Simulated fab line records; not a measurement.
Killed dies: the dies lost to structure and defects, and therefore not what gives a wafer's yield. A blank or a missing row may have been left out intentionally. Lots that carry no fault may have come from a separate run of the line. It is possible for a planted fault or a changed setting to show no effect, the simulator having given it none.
Matching of chambers	flow n5-finfet	pecvd-03 running N5_GATE_CUT_PECVD_57: 3 sister chambers
The step deposits SiNx from SiH4/NH3/N2, target thk 21 nm. 3 wafers are shown with their chamber, then 7 later ones without.

## WAFERS WITH THEIR CHAMBER
wafer	chamber	showerhead-plenum-p-Torr (Torr)
L087.1	1	5.21
L090.2	0	5.19
L090.3	2	5.01

## WAFERS WITH NO CHAMBER GIVEN
wafer	showerhead-plenum-p-Torr (Torr)
L090.6	5.19
L094.1	5.19
L094.5	5.22
L094.6	5.19
L097.2	5.21
L097.4	5.18
L097.5	5.19

## CHAMBER TAKEN BY EACH
wafer	from the rows above	in truth
L090.6	0	0
L094.1	0	0
L094.5	1	1
L094.6	0	0
L097.2	1	1
L097.4	0	0
L097.5	0	0
7 of 7 placed correctly. Number that these rows cannot place: 0. Wrongly placed: 0.
How it was worked out, from the rows above alone: a wafer's distance from a chamber is the root of the sum, over the readings, of the square of ((its reading less the chamber's mean) divided by the reading's scatter). The wafer belongs to the nearest chamber; if the next one is less than 2 further off, it can't be placed. The mean given for a chamber averages the wafers shown for that chamber. The scatter: root of mean squared gap, hidden wafer to nearest shown wafer, with one shown wafer a chamber.
